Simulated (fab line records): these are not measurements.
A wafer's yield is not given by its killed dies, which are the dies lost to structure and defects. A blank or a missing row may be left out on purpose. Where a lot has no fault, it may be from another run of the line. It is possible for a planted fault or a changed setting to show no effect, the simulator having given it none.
fab line records -- flow n5Finfet
record lots=9, wafers=27, lastDay=18
route steps=1938 shown BEOL_M1@752 BEOL_M4@1111 PASSIVATION@1936
lots with no fault: from the same line, run without faults
startH: start of the lot's first displayed wafer, in hours after the record's first day -- waitH: hours since the lot's step before -- " as in the row above -- L1.1+2: one row covering several wafers at once -- - no value, or no start was given -- * or withheld: withheld -- < > ~ a bound
route shown NAME@n: NAME is a module with steps in the file, n the number in the route of the first one -- usual: mean/standard deviation taken from wafers without a fault -- same: alike in all rows -- chamber/n: place in a boat -- sites: the reading at each site -- _std_site: standard deviation of those values -- _edge_site: the outer-site mean with the inner-site mean subtracted -- radiusMm: how far each site lies from the wafer's centre -- mask NAME#n: copy n -- behind: the tool/chamber that last shaped the wafer -- hold: why the lot went on hold/how many hours it stayed there/how the hold came to an end -- device: names the non-switching transistor (n, p or np) -- end of line: the tests these same wafers got at the end of their route -- a step given without rows: its recipe and nothing more -- killed: the dies lost at the first sort to structure and to defects; this is not the yield of the wafer -- map: a wafer's dies, x killed, . not, _ none there
set.NAME: the setting the step ran with; set.NAME@STEP: the setting that earlier step ran with -- model.NAME: the simulator's own value behind a step, which no gauge read
a sample of lots followed through the steps of the route, with each step as a table and each wafer as a row
services: from which hour (startH, from the record's first day; less than 0 if before it) a tool's chamber was out of use, for how many hours, and why
## steps
# step N5_BEOL_M1_THK_MEAS_01
# recipe reads=SiOC_of_BEOL_M1_ILD_DEP_00
# usual M1_ILD_THK=78.9/1
lot.wafer,tool,chamber,startH,waitH,M1_ILD_THK[nm]
L282.1,filmMetro-02,-,129.27,0.0,77.4
L282.3,filmMetro-02,-,129.27,0.0,77.1
L282.6,filmMetro-02,-,129.27,0.0,78.8
L284.1,filmMetro-01,-,148.51,0.0,76.9
L284.2,filmMetro-01,-,148.51,0.0,78.5
L284.6,filmMetro-01,-,148.51,0.0,80.6
L287.2,filmMetro-01,-,158.79,0.1,76.6
L287.3,filmMetro-01,-,158.79,0.1,78.8
L287.5,filmMetro-01,-,158.79,0.1,77.6
L291.1,filmMetro-02,-,190.49,0.1,77.3
L291.3,filmMetro-02,-,190.49,0.1,78.4
L291.6,filmMetro-02,-,190.49,0.1,77.9
L296.2,filmMetro-01,-,213.51,0.1,77.7
L296.3,filmMetro-01,-,213.51,0.1,78.6
L296.4,filmMetro-01,-,213.51,0.1,79.4
L300.1,filmMetro-01,-,258.62,0.0,78.8
L300.4,filmMetro-01,-,258.62,0.0,78.5
L300.5,filmMetro-01,-,258.62,0.0,78.8
L301.1,filmMetro-01,-,264.82,0.0,78.6
L301.2,filmMetro-01,-,264.82,0.0,77.9
L301.4,filmMetro-01,-,264.82,0.0,79.3
L304.2,filmMetro-02,-,265.31,0.1,77.5
L304.3,filmMetro-02,-,265.31,0.1,78.4
L304.5,filmMetro-02,-,265.31,0.1,79.4
L303.3,filmMetro-02,-,266.05,0.1,79.3
L303.4,filmMetro-02,-,266.05,0.1,80.5
L303.5,filmMetro-02,-,266.05,0.1,80.2
# step N5_BEOL_M1_ETCH_74
# recipe chemistry=N2/H2, target=underlayer, targetDepthA=65, maskMaterial=CAR-EUV, timeS=5.2, ionEnergyEv=200, pressureMtorr=30, sourceW=840, biasW=150, n2FlowSccm=200, h2FlowSccm=200, ends=cleared
# usual drypumpMotorCurrentA=5.6/0.34, etchRfOnTimeS=5.23/0.1, oesProductAu=0.67/0.062, rfVppV=523.7/2.1, showerheadPlenumPTorr=2.55/0.066, throttleValvePct=17.94/0.2
lot.wafer,tool,chamber,startH,waitH,drypumpMotorCurrentA,etchRfOnTimeS,oesProductAu,rfHoursCounterH,rfVppV,showerheadPlenumPTorr,throttleValvePct
L282.1,rieDiel-02,1,130.63,0.0,6.1,5.30,0.78,28,522.5,2.60,18.16
L282.3,rieDiel-02,3,130.63,0.0,5.2,5.07,0.72,65,526.3,2.60,17.60
L282.6,rieDiel-02,1,130.63,0.0,6.1,5.24,0.78,-,526.0,2.60,18.18
L284.1,rieDiel-06,1,149.77,0.0,5.3,5.19,0.68,132,522.6,2.55,17.92
L284.2,rieDiel-06,2,149.77,0.0,5.9,5.24,0.72,46,525.0,2.49,17.76
L284.6,rieDiel-06,0,149.77,0.0,5.1,5.13,0.60,-,524.4,2.62,17.72
L287.2,rieDiel-02,3,159.57,0.0,5.2,5.06,0.71,76,524.0,2.60,17.63
L287.3,rieDiel-02,2,159.57,0.0,5.5,5.14,0.61,196,522.9,2.55,17.96
L287.5,rieDiel-02,1,159.57,0.0,6.1,5.28,0.76,-,525.7,2.60,18.15
L291.1,rieDiel-02,0,192.69,0.0,5.5,5.11,0.80,15,528.1,2.61,18.06
L291.3,rieDiel-02,2,192.69,0.0,5.5,5.17,0.61,204,524.8,2.54,17.96
L291.6,rieDiel-02,2,192.69,0.0,5.5,5.17,0.60,-,523.6,2.54,17.96
L296.2,rieDiel-02,2,215.96,0.0,5.6,5.18,0.61,211,525.1,2.54,17.95
L296.3,rieDiel-02,1,215.96,0.0,6.1,5.28,0.76,53,525.7,2.59,18.21
L296.4,rieDiel-02,3,215.96,0.0,5.2,5.09,0.71,89,522.6,2.59,17.66
L300.1,rieDiel-06,1,260.19,0.0,5.3,5.28,0.64,165,522.6,2.54,18.00
L300.4,rieDiel-06,2,260.19,0.0,6.0,5.26,0.70,-,523.3,2.47,17.86
L300.5,rieDiel-06,1,260.19,0.0,5.3,5.30,0.64,-,524.1,2.54,17.98
L301.1,rieDiel-04,1,266.28,0.0,5.8,5.40,0.67,117,521.2,2.46,17.78
L301.2,rieDiel-04,2,266.28,0.0,6.1,5.28,0.61,186,527.5,2.62,17.73
L301.4,rieDiel-04,3,266.28,0.0,5.4,5.38,0.62,192,526.2,2.64,18.04
L304.2,rieDiel-06,3,266.63,0.0,5.5,5.24,0.62,206,520.6,2.43,18.26
L304.3,rieDiel-06,1,266.63,0.0,5.3,5.25,0.63,168,525.7,2.54,18.02
L304.5,rieDiel-06,3,266.63,0.0,5.5,5.20,0.61,-,518.6,2.43,18.27
L303.3,rieDiel-02,0,267.24,0.0,5.5,5.18,0.75,38,524.1,2.60,18.10
L303.4,rieDiel-02,3,267.24,0.0,5.2,5.17,0.68,104,523.6,2.59,17.68
L303.5,rieDiel-02,3,267.24,0.0,5.1,5.16,0.68,-,523.3,2.59,17.66
# step N5_BEOL_M1_CD_MEAS_28
# recipe landingEnergyEv=500, detector=seInlens, targetCdYNm=23.3
# usual cdNm=23.94/0.28
lot.wafer,tool,chamber,startH,waitH,cdNm
L282.1,cdSem-03,0,131.34,-,23.99
L282.3,cdSem-03,0,131.34,-,23.67
L282.6,cdSem-03,0,131.34,-,24.00
L284.1,cdSem-01,0,150.49,-,23.92
L284.2,cdSem-01,0,150.49,-,23.80
L284.6,cdSem-01,0,150.49,-,23.61
L287.2,cdSem-02,0,160.28,-,23.72
L287.3,cdSem-02,0,160.28,-,23.44
L287.5,cdSem-02,0,160.28,-,23.78
L291.1,cdSem-02,0,193.42,-,23.49
L291.3,cdSem-02,0,193.42,-,23.81
L291.6,cdSem-02,0,193.42,-,23.74
L296.2,cdSem-01,0,216.70,-,24.33
L296.3,cdSem-01,0,216.70,-,23.75
L296.4,cdSem-01,0,216.70,-,24.49
L300.1,cdSem-02,0,260.91,-,24.05
L300.4,cdSem-02,0,260.91,-,24.17
L300.5,cdSem-02,0,260.91,-,24.31
L301.1,cdSem-02,0,266.99,-,23.82
L301.2,cdSem-02,0,266.99,-,24.29
L301.4,cdSem-02,0,266.99,-,24.00
L304.2,cdSem-03,0,267.47,-,24.12
L304.3,cdSem-03,0,267.47,-,24.09
L304.5,cdSem-03,0,267.47,-,23.70
L303.3,cdSem-02,0,267.96,-,24.04
L303.4,cdSem-02,0,267.96,-,24.36
L303.5,cdSem-02,0,267.96,-,24.27
# step N5_BEOL_M1_INSPECT_30
# recipe mode=adi, inspectInstrument=brightfield
# usual rawDefectCount=397/86
lot.wafer,tool,chamber,startH,waitH,rawDefectCount
L282.1,defectInspect-01,-,131.43,0.1,266
L282.3,defectInspect-01,-,131.43,0.1,207
L282.6,defectInspect-01,-,131.43,0.1,268
L284.1,defectInspect-02,-,150.57,0.1,339
L284.2,defectInspect-02,-,150.57,0.1,420
L284.6,defectInspect-02,-,150.57,0.1,333
L287.2,defectInspect-01,-,160.37,0.0,536
L287.3,defectInspect-01,-,160.37,0.0,420
L287.5,defectInspect-01,-,160.37,0.0,389
L291.1,defectInspect-01,-,193.50,0.1,946
L291.3,defectInspect-01,-,193.50,0.1,1016
L291.6,defectInspect-01,-,193.50,0.1,1076
L296.2,defectInspect-02,-,216.79,0.0,1076
L296.3,defectInspect-02,-,216.79,0.0,1083
L296.4,defectInspect-02,-,216.79,0.0,1217
L300.1,defectInspect-01,-,261.00,0.1,484
L300.4,defectInspect-01,-,261.00,0.1,519
L300.5,defectInspect-01,-,261.00,0.1,601
L301.1,defectInspect-02,-,267.09,0.1,415
L301.2,defectInspect-02,-,267.09,0.1,314
L301.4,defectInspect-02,-,267.09,0.1,297
L304.2,defectInspect-01,-,267.56,0.0,427
L304.3,defectInspect-01,-,267.56,0.0,464
L304.5,defectInspect-01,-,267.56,0.0,319
L303.3,defectInspect-01,-,268.05,0.0,441
L303.4,defectInspect-01,-,268.05,0.0,373
L303.5,defectInspect-01,-,268.05,0.0,382
# step N5_BEOL_M1_STRIP_36
# recipe chemistry=N2/H2, powerW=450, tempC=40, pressureMtorr=20, rfFrequencyHz=6e+07, overashFraction=0.3, biasPowerW=7, h2Frac=0.5, n2FlowSccm=200, h2FlowSccm=200
# usual drypumpMotorCurrentA=5.6/0.33, oesProductAu=0.79/0.072, rfVppV=59.0/1.5, showerheadPlenumPTorr=2.54/0.066, throttleValvePct=23.75/0.28
lot.wafer,tool,chamber,startH,waitH,drypumpMotorCurrentA,oesProductAu,rfHoursCounterH,rfVppV,showerheadPlenumPTorr,throttleValvePct
L282.1,rieDiel-06,0,133.18,0.0,5.1,0.71,213,57.5,2.62,23.34
L282.3,rieDiel-06,3,133.18,0.0,5.5,0.76,167,58.4,2.44,24.09
L282.6,rieDiel-06,0,133.18,0.0,5.1,0.71,-,59.9,2.62,23.33
L284.1,rieDiel-06,2,151.25,0.0,6.0,0.86,46,58.5,2.48,23.57
L284.2,rieDiel-06,1,151.25,0.0,5.3,0.78,133,62.3,2.55,23.66
L284.6,rieDiel-06,1,151.25,0.0,5.3,0.78,-,59.4,2.54,23.66
L287.2,rieDiel-02,1,161.38,0.0,6.1,0.90,37,58.0,2.59,24.11
L287.3,rieDiel-02,3,161.38,0.0,5.2,0.81,76,60.0,2.59,23.42
L287.5,rieDiel-02,3,161.38,0.0,5.2,0.82,-,59.5,2.59,23.42
L291.1,rieDiel-04,3,195.74,0.0,5.4,0.76,171,59.0,2.65,23.89
L291.3,rieDiel-04,0,195.74,0.0,5.9,0.71,220,60.1,2.50,23.26
L291.6,rieDiel-04,1,195.74,0.0,5.8,0.82,-,60.7,2.46,23.71
L296.2,rieDiel-02,0,217.91,0.0,5.5,0.91,23,56.7,2.60,24.01
L296.3,rieDiel-02,1,217.91,0.0,6.1,0.88,53,58.7,2.59,24.12
L296.4,rieDiel-02,2,217.91,0.0,5.5,0.71,211,59.5,2.54,23.90
L300.1,rieDiel-06,1,264.40,0.0,5.3,0.76,167,60.9,2.53,23.71
L300.4,rieDiel-06,1,264.40,0.0,5.3,0.76,-,57.4,2.53,23.73
L300.5,rieDiel-06,2,264.40,0.0,6.0,0.82,-,58.1,2.47,23.60
L301.1,rieDiel-06,1,268.52,0.0,5.3,0.75,169,59.2,2.53,23.72
L301.2,rieDiel-06,2,268.52,0.0,6.0,0.81,81,60.2,2.47,23.58
L301.4,rieDiel-06,3,268.52,0.0,5.5,0.73,-,57.6,2.42,24.14
L304.2,rieDiel-04,1,268.76,0.0,5.8,0.80,117,57.7,2.46,23.71
L304.3,rieDiel-04,3,268.76,0.0,5.4,0.74,193,60.8,2.64,23.90
L304.5,rieDiel-04,2,268.76,0.0,6.1,0.72,-,61.2,2.62,23.61
L303.3,rieDiel-02,2,272.42,0.0,5.6,0.69,229,57.7,2.53,23.91
L303.4,rieDiel-02,0,272.42,0.0,5.4,0.89,40,54.8,2.60,24.05
L303.5,rieDiel-02,0,272.42,0.0,5.4,0.89,-,57.2,2.59,24.01
# step N5_BEOL_M4_RC_MEAS_101
# usual DIBL_N=37.0/1.7, DIBL_P=36.7/2, IOFF_N=0.17/0.035, IOFF_P=0.22/0.035, ION_N=672/12, ION_P=461/7.5, SS_N=71.6/0.67, SS_P=73.4/0.64, VT_N=250/3.5, VT_P=-250/3.5
lot.wafer,tool,chamber,startH,waitH,DIBL_N[mV/V],DIBL_P[mV/V],IOFF_N[nA/um],IOFF_P[nA/um],ION_N[uA/um],ION_P[uA/um],SS_N[mV/dec],SS_P[mV/dec],VT_N[mV],VT_P[mV]
L282.1,prober-01,0,168.91,0.0,37.2,36.6,0.19,0.27,692,476,72.1,73.0,249,-242
L282.3,prober-01,0,168.91,0.0,34.5,33.5,0.13,0.20,663,461,71.3,72.5,252,-246
L282.6,prober-01,0,168.91,0.0,34.7,33.6,0.14,0.22,663,469,71.2,73.0,249,-246
L284.1,prober-02,0,187.31,0.0,37.0,36.5,0.17,0.25,665,462,71.7,73.2,249,-244
L284.2,prober-02,0,187.31,0.0,37.2,36.3,0.19,0.25,675,467,72.0,73.1,245,-246
L284.6,prober-02,0,187.31,0.0,36.3,36.4,0.18,0.25,685,473,71.3,73.8,244,-247
L287.2,prober-01,0,196.31,0.2,38.4,39.0,0.19,0.27,665,464,72.2,73.6,247,-248
L287.3,prober-01,0,196.31,0.2,39.2,38.8,0.20,0.25,668,449,72.3,74.1,249,-249
L287.5,prober-01,0,196.31,0.2,39.6,39.8,0.21,0.27,658,454,72.4,74.5,247,-250
L291.1,prober-02,0,226.97,0.0,34.3,35.1,0.13,0.18,666,454,70.0,72.4,252,-253
L291.3,prober-02,0,226.97,0.0,36.5,36.9,0.17,0.20,675,460,71.4,74.1,249,-253
L291.6,prober-02,0,226.97,0.0,35.7,35.4,0.15,0.18,666,454,71.4,73.5,253,-255
L296.2,prober-02,0,250.05,0.2,37.9,37.6,0.20,0.24,662,461,72.1,73.2,247,-247
L296.3,prober-02,0,250.05,0.2,37.5,37.4,0.17,0.24,668,462,71.8,73.2,249,-250
L296.4,prober-02,0,250.05,0.2,35.4,35.6,0.14,0.21,665,464,71.1,73.1,251,-249
L300.1,prober-01,0,296.65,0.0,39.6,42.4,0.21,0.29,678,466,72.8,73.9,247,-248
L300.4,prober-01,0,296.65,0.0,37.1,39.0,0.16,0.22,670,467,71.3,73.5,250,-248
L300.5,prober-01,0,296.65,0.0,37.6,39.3,0.15,0.22,666,452,72.0,73.6,251,-249
L304.2,prober-02,0,300.09,0.2,37.0,35.8,0.15,0.21,680,467,71.1,73.7,250,-247
L304.3,prober-02,0,300.09,0.2,35.9,34.6,0.13,0.19,658,460,70.7,72.8,251,-250
L304.5,prober-02,0,300.09,0.2,39.1,38.2,0.19,0.25,690,470,72.1,73.5,246,-248
L301.1,prober-01,0,300.21,0.0,36.6,36.0,0.14,0.21,662,460,72.5,72.9,251,-250
L301.2,prober-01,0,300.21,0.0,36.6,35.7,0.15,0.21,669,464,71.4,73.2,253,-249
L301.4,prober-01,0,300.21,0.0,37.1,36.4,0.16,0.21,672,461,71.9,73.1,251,-250
L303.3,prober-02,0,322.71,0.3,35.5,34.4,0.15,0.20,675,467,72.0,73.6,250,-250
L303.4,prober-02,0,322.71,0.3,36.0,35.2,0.16,0.22,678,466,71.8,73.5,246,-249
L303.5,prober-02,0,322.71,0.3,35.8,34.2,0.14,0.20,664,461,71.2,73.1,251,-252
# step N5_PASSIVATION_PROBE_49
# usual defectLimitedYield=91.1/1.3, killed_at_M0_to_M3=35/11, killed_at_M4_up=13/5.4, killedAtContacts=14/6.5, killedAtFrontEnd=41/11, killedAtOther=4/3.1, killedDies=106/15, killedOnRim=14/3.7, killedOpen=69/12, killedShort=35/7, sort_bin_5_function=5.2/0.86, sort_bin_6_memory=3.4/0.64, sortNPass=1074/15, sortYieldPct=91.0/1.3
# same grossDies=1180, killedAtBackSide=0, sort_bin_4_leakage[%]=0, sort_bin_8_speed[%]=0
lot.wafer,tool,chamber,startH,waitH,defectLimitedYield[%],killed_at_M0_to_M3,killed_at_M4_up,killedAtContacts,killedAtFrontEnd,killedAtOther,killedDies,killedOnRim,killedOpen,killedShort,sort_bin_5_function[%],sort_bin_6_memory[%],sortNPass,sortYieldPct[%]
L284.1,prober-01,-,291.46,0.0,89.6,24,18,19,61,1,123,12,82,40,6.8,3.4,1057,89.6
L284.2,prober-01,-,291.51,0.1,91.3,39,9,18,33,4,103,9,60,39,4.8,3.2,1077,91.3
L284.6,prober-01,-,291.71,0.3,91.7,28,15,7,40,8,98,11,63,31,5.9,2.1,1082,91.7
L287.2,prober-02,-,295.64,0.1,90.7,16,26,15,50,3,110,14,71,38,5.1,4.1,1070,90.7
L287.3,prober-02,-,295.69,0.1,93.2,21,6,5,46,2,80,10,54,25,4.2,2.5,1100,93.2
L287.5,prober-02,-,295.79,0.2,91.1,36,10,13,42,4,105,19,66,38,5.1,3.6,1075,91.1
L291.1,prober-01,-,321.47,0.0,81.9,160,12,6,30,5,213,14,49,30,12.4,3.9,967,81.9
L291.3,prober-01,-,321.57,0.1,83.6,136,12,22,20,3,193,27,60,26,10.6,3.8,987,83.6
L291.6,prober-01,-,321.72,0.3,84.6,130,8,8,30,6,182,24,64,16,9.5,3.3,998,84.6
L296.2,prober-01,-,348.80,0.1,81.1,153,16,19,31,4,223,30,78,42,12.9,4.1,957,81.1
L296.3,prober-01,-,348.85,0.1,82.4,130,11,23,35,9,208,32,78,42,10.8,4.4,972,82.4
L296.4,prober-01,-,348.90,0.2,80.8,145,5,21,49,6,226,35,83,38,11.8,4.8,954,80.8
L301.1,prober-01,-,407.69,0.0,89.9,34,9,22,50,4,119,18,89,29,5.9,3.7,1061,89.9
L301.2,prober-01,-,407.74,0.1,90.8,34,9,19,44,2,108,15,70,37,5.1,3.7,1072,90.8
L301.4,prober-01,-,407.84,0.2,90.8,38,13,19,37,2,109,12,77,32,6.0,3.1,1071,90.8
# killed by level:class
L284.1 FIN_SAQP:geometricParticle:open=21 FIN_SAQP:geometricParticle:short=16 BEOL_M4:geometricParticle:open=13 MOL_CONTACT_COAG:geometricParticle:open=12 STI_FIN_REVEAL:geometricParticle:open=8 MOL_CONTACT_COAG:geometricParticle:short=7 DUMMY_GATE:geometricParticle:open=5 BEOL_M3:geometricParticle:open=4
L284.2 MOL_CONTACT_COAG:geometricParticle:open=13 BEOL_M1:geometricParticle:open=13 BEOL_M0_SAQP:geometricParticle:short=8 MOL_CONTACT_COAG:geometricParticle:short=5 FIN_SAQP:geometricParticle:short=5 GATE_CUT:geometricParticle:short=5 BEOL_M0_SAQP:geometricParticle:open=5 BEOL_M4:geometricParticle:open=5
L284.6 BEOL_M0_SAQP:geometricParticle:open=11 BEOL_M4:geometricParticle:open=8 FIN_SAQP:geometricParticle:short=6 DUMMY_GATE:geometricParticle:open=6 MOL_CONTACT_COAG:geometricParticle:open=6 STI_FIN_REVEAL:geometricParticle:open=5 GATE_CUT:geometricParticle:short=5 FIN_SAQP:geometricParticle:open=4
L287.2 STI_FIN_REVEAL:geometricParticle:open=12 FIN_SAQP:geometricParticle:short=11 MOL_CONTACT_COAG:geometricParticle:open=11 BEOL_M4:geometricParticle:open=11 FIN_SAQP:geometricParticle:open=6 BEOL_M0_SAQP:geometricParticle:short=6 STARTING-WAFER:geometricParticle:open=5 ILD0:geometricParticle:short=4
L287.3 STI_FIN_REVEAL:geometricParticle:open=19 BEOL_M0_SAQP:geometricParticle:open=8 FIN_SAQP:geometricParticle:open=6 FIN_SAQP:geometricParticle:short=5 STI_FIN_REVEAL:geometricParticle:short=5 MOL_CONTACT_COAG:geometricParticle:open=4 GATE_CUT:geometricParticle:open=3 GATE_CUT:geometricParticle:short=3
L287.5 STI_FIN_REVEAL:geometricParticle:open=14 MOL_CONTACT_COAG:geometricParticle:open=11 BEOL_M0_SAQP:geometricParticle:short=9 BEOL_M0_SAQP:geometricParticle:open=8 DUMMY_GATE:geometricParticle:open=7 FIN_SAQP:geometricParticle:short=6 FIN_SAQP:geometricParticle:open=5 BEOL_M1:geometricParticle:open=5
L291.1 BEOL_M1:unspecified=131 BEOL_M0_SAQP:geometricParticle:open=10 BEOL_M0_SAQP:geometricParticle:short=8 FIN_SAQP:geometricParticle:short=6 STI_FIN_REVEAL:geometricParticle:open=6 BEOL_M8:geometricParticle:open=4 MOL_CONTACT_COAG:geometricParticle:open=4 BEOL_M0:geometricParticle:short=3
L291.3 BEOL_M1:unspecified=106 MOL_CONTACT_COAG:geometricParticle:open=17 BEOL_M1:geometricParticle:open=8 BEOL_M0_SAQP:geometricParticle:open=6 DUMMY_GATE:geometricParticle:open=5 MOL_CONTACT_COAG:geometricParticle:short=5 BEOL_M4:geometricParticle:open=5 BEOL_M0_SAQP:geometricParticle:short=4
L291.6 BEOL_M1:unspecified=101 STI_FIN_REVEAL:geometricParticle:open=8 BEOL_M3:geometricParticle:open=8 MOL_CONTACT_COAG:geometricParticle:open=7 FIN_SAQP:geometricParticle:open=6 BEOL_M0_SAQP:geometricParticle:open=6 BEOL_M0_SAQP:geometricParticle:short=5 DUMMY_GATE:geometricParticle:open=4
L296.2 BEOL_M1:unspecified=100 MOL_CONTACT_COAG:geometricParticle:open=13 BEOL_M0_SAQP:geometricParticle:open=12 BEOL_M0_SAQP:geometricParticle:short=11 STI_FIN_REVEAL:geometricParticle:open=8 BEOL_M1:geometricParticle:open=8 FIN_SAQP:geometricParticle:short=7 BEOL_M3:geometricParticle:open=6
L296.3 BEOL_M1:unspecified=84 MOL_CONTACT_COAG:geometricParticle:open=18 BEOL_M1:geometricParticle:open=17 STI_FIN_REVEAL:geometricParticle:open=8 BEOL_M3:geometricParticle:open=8 BEOL_M0_SAQP:geometricParticle:open=6 MOL_CONTACT_COAG:geometricParticle:short=5 BEOL_M0_SAQP:geometricParticle:short=5
L296.4 BEOL_M1:unspecified=103 MOL_CONTACT_COAG:geometricParticle:open=19 STI_FIN_REVEAL:geometricParticle:open=17 BEOL_M1:geometricParticle:open=12 FIN_SAQP:geometricParticle:short=9 FIN_SAQP:geometricParticle:open=8 BEOL_M0_SAQP:geometricParticle:short=7 BEOL_M0_SAQP:geometricParticle:open=7
L301.1 STI_FIN_REVEAL:geometricParticle:open=27 MOL_CONTACT_COAG:geometricParticle:open=20 BEOL_M0_SAQP:geometricParticle:open=9 BEOL_M3:geometricParticle:open=8 STI_FIN_REVEAL:geometricParticle:short=5 BEOL_M1:geometricParticle:open=5 BEOL_M4:geometricParticle:open=4 DUMMY_GATE:geometricParticle:open=3
L301.2 MOL_CONTACT_COAG:geometricParticle:open=14 STI_FIN_REVEAL:geometricParticle:open=13 BEOL_M0_SAQP:geometricParticle:short=11 BEOL_M2:geometricParticle:open=11 STI_FIN_REVEAL:geometricParticle:short=8 BEOL_M0_SAQP:geometricParticle:open=6 FIN_SAQP:geometricParticle:open=5 MOL_CONTACT_COAG:geometricParticle:short=5
L301.4 STI_FIN_REVEAL:geometricParticle:open=18 MOL_CONTACT_COAG:geometricParticle:open=15 BEOL_M0_SAQP:geometricParticle:short=15 BEOL_M0_SAQP:geometricParticle:open=8 BEOL_M3:geometricParticle:open=7 DUMMY_GATE:geometricParticle:open=5 BEOL_M1:geometricParticle:open=5 STI_FIN_REVEAL:geometricParticle:short=4
## services
tool,chamber,startH,hours,kind
rieDiel-02,0,119.59,-,clean
rieDiel-02,0,119.59,-,consumableReplace:focusRing
rieDiel-02,0,119.59,19.3,scheduledDown
rieDiel-02,0,119.59,19.3,ventCycle
rieDiel-06,2,136.20,3.6,repair
rieDiel-02,1,146.20,2.6,repair
rieDiel-04,1,156.15,5.6,repair
rieDiel-02,3,171.82,10.5,repair
rieDiel-02,2,199.12,3.9,repair
rieDiel-06,-,201.04,0.4,repair
rieDiel-04,2,210.52,4.3,repair
rieDiel-04,0,233.13,1.3,repair
rieDiel-06,3,237.11,10.1,repair
rieDiel-06,0,256.68,-,clean
rieDiel-06,0,256.68,-,consumableReplace:focusRing
rieDiel-02,2,262.89,2.0,repair
## key
firstSign step=N5_BEOL_M1_INSPECT_30, reading=rawDefectCount, direction=up, sigmas=7.8, usual=397, struck=1069
effect step=N5_PASSIVATION_PROBE_49, reading=killed_at_M0_to_M3, direction=up, sigmas=9.8, usual=35, struck=142
moreKillsBornAt N5_BEOL_M1_ETCH_74@rieDiel-02=625
metAt N5_BEOL_M1_ETCH_74
struckLots L291,L296
notActingAt N5_BEOL_M1_THK_MEAS_01,N5_BEOL_M1_CD_MEAS_28,N5_BEOL_M1_STRIP_36
onsetBetween 159.57 192.69
fault kind=chamberParticleSource, tool=rieDiel-02, chamber=-, onsetH=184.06, steps=N5_BEOL_M1_ETCH_74, ratePerVisitCm2=0.92024, endH=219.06
